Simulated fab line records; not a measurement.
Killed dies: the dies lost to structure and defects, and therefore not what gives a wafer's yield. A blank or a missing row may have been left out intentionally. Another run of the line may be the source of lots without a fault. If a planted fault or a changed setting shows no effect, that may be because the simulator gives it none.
The tool behind it: which one? | flow nand-harc | 31 wafers from 11 lots sampled at 4 of the route's 1159 steps

WHAT THE GAUGES READ, wafer by wafer
NHARC_P_GATE_CD_MEAS_26 targets a cd of 120 nm.
lot  | measured     | on        | cd-nm (nm)
L347 | day 5 01:19  | cd-sem-03 | 119.5 119.6 119.5
L349 | day 5 08:22  | cd-sem-02 | 119.9 119.1 120.0
L350 | day 5 15:46  | cd-sem-03 | 119.7 119.1 118.7
L352 | day 6 07:08  | cd-sem-03 | 119.9 119.6 119.2
L354 | day 6 10:07  | cd-sem-01 | 119.6 120.2 119.6
L353 | day 6 10:52  | cd-sem-03 | 120.9 120.4 120.1
L356 | day 6 23:58  | cd-sem-01 | 120.5 121.1 121.0
L357 | day 7 23:19  | cd-sem-03 | 115.8 119.8 115.8 116.1 119.8 115.9
L361 | day 8 13:58  | cd-sem-03 | 116.2 115.9
L362 | day 8 20:33  | cd-sem-01 | 120.8 120.3 119.2
L368 | day 10 00:39 | cd-sem-03 | 120.8 119.6 120.3

TOOL THAT RAN EACH LOT (tool first, then ch and the chambers of the sampled wafers, then the start)
lot  | NHARC_P_STI_DESCUM_14             | NHARC_P_GATE_DESCUM_13            | NHARC_P_GATE_PEB_24
L347 | rie-diel-11 ch 0,1,3, day 2 16:07 | rie-diel-12 ch 0,2, day 4 10:12   | litho-track-06 ch 0, day 5 01:14
L349 | rie-diel-11 ch 0,1,2, day 3 06:52 | rie-diel-02 ch 2,3, day 4 17:42   | litho-track-06 ch 0, day 5 08:17
L350 | rie-diel-11 ch 0,1,3, day 3 12:46 | rie-diel-12 ch 0,1,3, day 5 02:07 | litho-track-06 ch 0, day 5 15:41
L352 | rie-diel-11 ch 0,1,2, day 4 00:34 | rie-diel-12 ch 0,1,2, day 5 14:10 | litho-track-04 ch 0, day 6 07:04
L354 | rie-diel-03 ch 0,2,3, day 4 07:40 | rie-diel-02 ch 1,3, day 5 20:06   | litho-track-04 ch 0, day 6 10:02
L353 | rie-diel-11 ch 1,3, day 4 07:49   | rie-diel-01 ch 0,1, day 5 19:55   | litho-track-01 ch 0, day 6 10:47
L356 | rie-diel-03 ch 0,2,3, day 4 22:27 | rie-diel-02 ch 1,2,3, day 6 10:05 | litho-track-01 ch 0, day 6 23:53
L357 | rie-diel-03 ch 0,2, day 5 07:36   | rie-diel-01 ch 1,2,3, day 7 08:05 | litho-track-01 ch 0, day 7 23:14
L361 | rie-diel-07 ch 0, day 6 06:37     | rie-diel-12 ch 2, day 7 20:18     | litho-track-01 ch 0, day 8 13:53
L362 | rie-diel-07 ch 0,2, day 6 10:58   | rie-diel-01 ch 0,2, day 8 01:32   | litho-track-06 ch 0, day 8 20:28
L368 | rie-diel-03 ch 1,2,3, day 7 23:25 | rie-diel-02 ch 0,1,2, day 9 10:40 | litho-track-06 ch 0, day 10 00:34
- NHARC_P_STI_DESCUM_14: chemistry O2, time 3 s.
- NHARC_P_GATE_DESCUM_13: chemistry O2, time 3 s.
- NHARC_P_GATE_PEB_24: peb time 65 s.

AS READ BY THE TOOLS THEMSELVES (means over the sampled wafers that have a number; for cases with no such wafer, the mark the record gives instead)
NHARC_P_STI_DESCUM_14.
lot  | tool        | chamber-pressure-mTorr (mTorr) | drypump-motor-current-A (A) | oes-product-au (a.u.) | rf-vpp-V (V) | showerhead-plenum-p-Torr (Torr) | throttle-valve-pct (%)
L347 | rie-diel-11 | 59.98                          | 5.8                         | 1.013                 | 58.0         | 1.91                            | 11.304
L349 | rie-diel-11 | 59.97                          | 5.6                         | 1.010                 | 57.9         | 1.89                            | 11.315
L350 | rie-diel-11 | 60.03                          | 5.8                         | 1.003                 | 57.2         | 1.91                            | 11.319
L352 | rie-diel-11 | 60.04                          | 5.6                         | 1.005                 | 58.1         | 1.89                            | 11.317
L354 | rie-diel-03 | 60.04                          | 5.5                         | 1.000                 | 57.9         | 1.92                            | 11.309
L353 | rie-diel-11 | 60.01                          | 5.8                         | 0.999                 | 58.0         | 1.99                            | 11.307
L356 | rie-diel-03 | 60.03                          | 5.5                         | 0.997                 | 57.7         | 1.92                            | 11.309
L357 | rie-diel-03 | 59.99                          | 5.5                         | 0.995                 | 58.6         | 1.97                            | 11.314
L361 | rie-diel-07 | 60.08                          | 6.0                         | 1.015                 | 57.6         | 1.97                            | 11.309
L362 | rie-diel-07 | 60.02                          | 5.6                         | 1.005                 | 58.1         | 2.00                            | 11.314
L368 | rie-diel-03 | 60.03                          | 5.8                         | 0.994                 | 57.7         | 1.86                            | 11.313

NHARC_P_GATE_DESCUM_13.
lot  | tool        | chamber-pressure-mTorr (mTorr) | drypump-motor-current-A (A) | oes-product-au (a.u.) | rf-vpp-V (V) | showerhead-plenum-p-Torr (Torr) | throttle-valve-pct (%)
L347 | rie-diel-12 | 60.04                          | 5.94                        | 0.997                 | 58.3         | 1.93                            | 11.306
L349 | rie-diel-02 | 60.02                          | 6.01                        | 0.995                 | 58.4         | 1.86                            | 11.306
L350 | rie-diel-12 | 60.01                          | 6.04                        | 1.008                 | 58.0         | 1.93                            | 11.310
L352 | rie-diel-12 | 59.95                          | 5.82                        | 1.004                 | 57.1         | 1.89                            | 11.316
L354 | rie-diel-02 | 59.97                          | 6.16                        | 1.004                 | 58.6         | 1.97                            | 11.314
L353 | rie-diel-01 | 60.05                          | 5.80                        | 1.003                 | 57.7         | 1.88                            | 11.311
L356 | rie-diel-02 | 60.07                          | 6.10                        | 1.006                 | 57.8         | 1.92                            | 11.299
L357 | rie-diel-01 | 60.02                          | 5.80                        | 0.997                 | 58.2         | 1.97                            | 11.317
L361 | rie-diel-12 | 60.07                          | 5.57                        | 0.992                 | 57.8         | 1.91                            | 11.308
L362 | rie-diel-01 | 60.01                          | 5.72                        | 1.011                 | 58.2         | 1.80                            | 11.312
L368 | rie-diel-02 | 59.98                          | 6.10                        | 1.009                 | 58.4         | 1.93                            | 11.308

THE ANSWER, worked out from the rows above alone
Rule: the lots themselves supply what counts as usual. The widest of any qualifying gaps counts: lots, ordered by their means at a reading, are off when they make up no more than a third of the lots, leave a main group of 4 or more, and stand apart from it by 3 or more times the standard deviation of that group's means. Not used: any main group whose means are identical at the precision the tables above print for the reading. Also off: a lot with no number at a reading for which 4 or more lots have one. The other lots that the step has rows for count as sound. The gauges are gone through in route order, then the tools' own readings, and for those a lot's mean is taken as printed above. The first step at which some lot is off is used, and at that step the reading that is off furthest; a lot without a number counts as furthest.
Off, at NHARC_P_GATE_CD_MEAS_26 on cd-nm: L357, L361. For the main group the mean is 119.9 nm and the standard deviation 0.5.
If a tool, at a process step before that reading, ran all the lots that are off and no sound lot after the first of them, it fits. The gauges at NHARC_P_GATE_CD_MEAS_26 are tried like those tools. One candidate fits, namely litho-track-01 at NHARC_P_GATE_PEB_24. A fault onset in the window from L356 (day 6 23:53, its last sound lot) to L357 (day 7 23:14, its first lot off) fits.

WHAT HAD BEEN PUT IN BY THE SIMULATOR
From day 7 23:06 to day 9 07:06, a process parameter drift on litho-track-01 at NHARC_P_GATE_PEB_24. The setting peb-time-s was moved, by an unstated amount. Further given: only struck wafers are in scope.
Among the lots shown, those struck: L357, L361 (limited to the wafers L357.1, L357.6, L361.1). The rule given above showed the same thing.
